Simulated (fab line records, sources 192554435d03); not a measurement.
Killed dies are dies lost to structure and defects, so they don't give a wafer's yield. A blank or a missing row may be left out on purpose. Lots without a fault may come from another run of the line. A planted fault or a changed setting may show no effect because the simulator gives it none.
Which tool did it? | flow n5_finfet | 11 lots, 33 wafers sampled, at 4 steps of a route of 1938

WHAT THE GAUGES READ, wafer by wafer
The record holds no reading of a measuring or inspecting step that can be judged against a usual standard deviation.

WHICH TOOL RAN EACH LOT (tool, then ch and the chambers of the sampled wafers, then the start)
lot  | N5_BEOL_M5_SPUTTER_90        | N5_BEOL_M5_CMP_52             | N5_BEOL_M5_PRE_CLEAN_77          | N5_BEOL_M6_COAT_60
L160 | pvd_sputter-01, day 9 03:34  | cmp-01 ch 1,2, day 9 04:07    | cvd_co-01 ch 1,2, day 9 04:24    | litho_track-01 ch 0, day 9 05:47
L161 | pvd_sputter-02, day 9 13:43  | cmp-01 ch 1,2,3, day 9 14:21  | cvd_co-02 ch 0,1,2, day 9 14:35  | litho_track-05 ch 0, day 9 15:52
L163 | pvd_sputter-02, day 9 22:55  | cmp-02 ch 0,2,3, day 9 23:38  | cvd_co-01 ch 0,1,2, day 9 23:56  | litho_track-01 ch 0, day 10 01:04
L165 | pvd_sputter-03, day 10 10:38 | cmp-04 ch 1,2,3, day 10 11:15 | cvd_co-01 ch 1,2, day 10 11:28   | litho_track-01 ch 0, day 10 12:39
L168 | pvd_sputter-02, day 11 09:52 | cmp-01 ch 1,2,3, day 11 10:29 | cvd_co-01 ch 0,1,2, day 11 10:44 | litho_track-01 ch 0, day 11 12:53
L170 | pvd_sputter-01, day 11 22:00 | cmp-02 ch 0,1,3, day 11 22:34 | cvd_co-02 ch 0,2, day 11 22:53   | litho_track-02 ch 0, day 12 01:04
L177 | pvd_sputter-01, day 13 10:34 | cmp-02 ch 0,1,2, day 13 11:31 | cvd_co-01 ch 0,1, day 13 11:49   | litho_track-05 ch 0, day 13 15:10
L178 | pvd_sputter-02, day 13 15:42 | cmp-02 ch 0,3, day 13 16:29   | cvd_co-01 ch 0,1, day 13 16:53   | litho_track-02 ch 0, day 13 18:43
L179 | pvd_sputter-01, day 13 23:17 | cmp-02 ch 0,1, day 13 23:50   | cvd_co-02 ch 0,1, day 14 00:17   | litho_track-01 ch 0, day 14 02:34
L180 | pvd_sputter-02, day 14 08:23 | cmp-02 ch 0,2,3, day 14 08:53 | cvd_co-01 ch 0,1,2, day 14 09:13 | litho_track-01 ch 0, day 14 11:40
L181 | pvd_sputter-02, day 14 17:01 | cmp-02 ch 0,1,2, day 14 17:31 | cvd_co-02 ch 1,2, day 14 17:50   | litho_track-01 ch 0, day 14 20:23
- N5_BEOL_M5_SPUTTER_90: material Cu, target thk 4.5 nm, time 8.29 s.
- N5_BEOL_M5_CMP_52: polishes, stops on SiCOH lowk, t overpolish 6.9 s, target thk 62 nm.
- N5_BEOL_M5_PRE_CLEAN_77: time 15 s.
- N5_BEOL_M6_COAT_60: time 60 s, resist thk 35 nm.

WHAT THE TOOLS THEMSELVES READ (means of the sampled wafers that have a number; where no wafer has one, the mark that the record gives instead)
N5_BEOL_M5_SPUTTER_90.
lot  | tool           | chamber_pressure_pa (Pa) | throttle_valve_pct (%)
L160 | pvd_sputter-01 | 0.07                     | 30.3
L161 | pvd_sputter-02 | 0.07                     | 30.8
L163 | pvd_sputter-02 | 0.07                     | 30.7
L165 | pvd_sputter-03 | 0.07                     | 30.2
L168 | pvd_sputter-02 | 0.07                     | 31.0
L170 | pvd_sputter-01 | 0.07                     | 30.4
L177 | pvd_sputter-01 | 0.07                     | 30.3
L178 | pvd_sputter-02 | 0.07                     | 30.6
L179 | pvd_sputter-01 | 0.07                     | 30.5
L180 | pvd_sputter-02 | 0.07                     | 30.9
L181 | pvd_sputter-02 | 0.07                     | 30.8

N5_BEOL_M5_CMP_52.
lot  | tool   | barrier_field_endpoint_s (s) | motor_current_A (A) | overpolish_run_s (s) | slurry_filter_dp_kPa (kPa) | slurry_flow_ml_min | time_to_endpoint_s (s)
L160 | cmp-01 | 24.4                         | 5.4                 | 6.895                | 13.51                      | 150.2              | 62.3
L161 | cmp-01 | 25.1                         | 5.4                 | 6.902                | 13.48                      | 150.5              | 63.2
L163 | cmp-02 | 24.0                         | 5.6                 | 6.908                | 13.54                      | 150.1              | 60.2
L165 | cmp-04 | 25.2                         | 5.8                 | 6.898                | 13.48                      | 150.4              | 64.2
L168 | cmp-01 | 25.0                         | 5.4                 | 6.898                | 13.40                      | 150.0              | 61.4
L170 | cmp-02 | 24.5                         | 5.7                 | 6.896                | 13.54                      | 149.5              | 63.6
L177 | cmp-02 | 24.9                         | 5.4                 | 6.898                | 13.34                      | 150.4              | 63.3
L178 | cmp-02 | 24.9                         | 5.9                 | 6.904                | 13.47                      | 149.7              | 62.9
L179 | cmp-02 | 25.1                         | 5.3                 | 6.905                | 13.43                      | 150.1              | 63.7
L180 | cmp-02 | 24.7                         | 5.5                 | 6.905                | 13.45                      | 149.5              | 64.1
L181 | cmp-02 | 25.1                         | 5.6                 | 6.902                | 13.48                      | 150.3              | 64.0

N5_BEOL_M5_PRE_CLEAN_77.
lot  | tool      | heater_power_w (W)
L160 | cvd_co-01 | 92
L161 | cvd_co-02 | 93
L163 | cvd_co-01 | 86
L165 | cvd_co-01 | 99
L168 | cvd_co-01 | 87
L170 | cvd_co-02 | 86
L177 | cvd_co-01 | 80
L178 | cvd_co-01 | 74
L179 | cvd_co-02 | 95
L180 | cvd_co-01 | 88
L181 | cvd_co-02 | 94

N5_BEOL_M6_COAT_60.
lot  | tool           | heater_power_total_W (W) | plate_temp_C (C)
L160 | litho_track-01 | 424.7                    | 219.92
L161 | litho_track-05 | 425.1                    | 220.10
L163 | litho_track-01 | 427.6                    | 219.99
L165 | litho_track-01 | 414.8                    | 214.53
L168 | litho_track-01 | 416.1                    | 214.58
L170 | litho_track-02 | 425.9                    | 220.13
L177 | litho_track-05 | 427.9                    | 220.11
L178 | litho_track-02 | 428.1                    | 220.08
L179 | litho_track-01 | 428.5                    | 220.12
L180 | litho_track-01 | 427.4                    | 219.96
L181 | litho_track-01 | 428.0                    | 220.08

THE ANSWER, worked out from the rows above alone
Rule: what is usual is taken from the lots themselves. Put in order of their means at a reading, lots are off if they are a third of the lots or fewer, leave a main group of 4 or more, and stand apart from it by a gap of 3 or more times the standard deviation of the main group's means; of several such gaps the widest counts. A main group whose means are all the same, to the digits that the tables above print for the reading, isn't used. A lot without any number at a reading at which 4 lots or more have one is off too. The other lots that the step has rows for count as sound. The gauges are gone through in route order, then the tools' own readings, and for those a lot's mean is taken as printed above. The first step at which some lot is off is used, and at that step the reading that is off furthest; a lot without a number counts as furthest.
Off: L165, L168, at N5_BEOL_M6_COAT_60 (plate_temp_C). The main group: mean 220.05 C, standard deviation 0.073.
A tool fits if, at that step or a process step before it, it ran every lot that is off, and no sound lot after the first of them. None of those tried fits.

WHAT THE SIMULATOR HAD PUT IN
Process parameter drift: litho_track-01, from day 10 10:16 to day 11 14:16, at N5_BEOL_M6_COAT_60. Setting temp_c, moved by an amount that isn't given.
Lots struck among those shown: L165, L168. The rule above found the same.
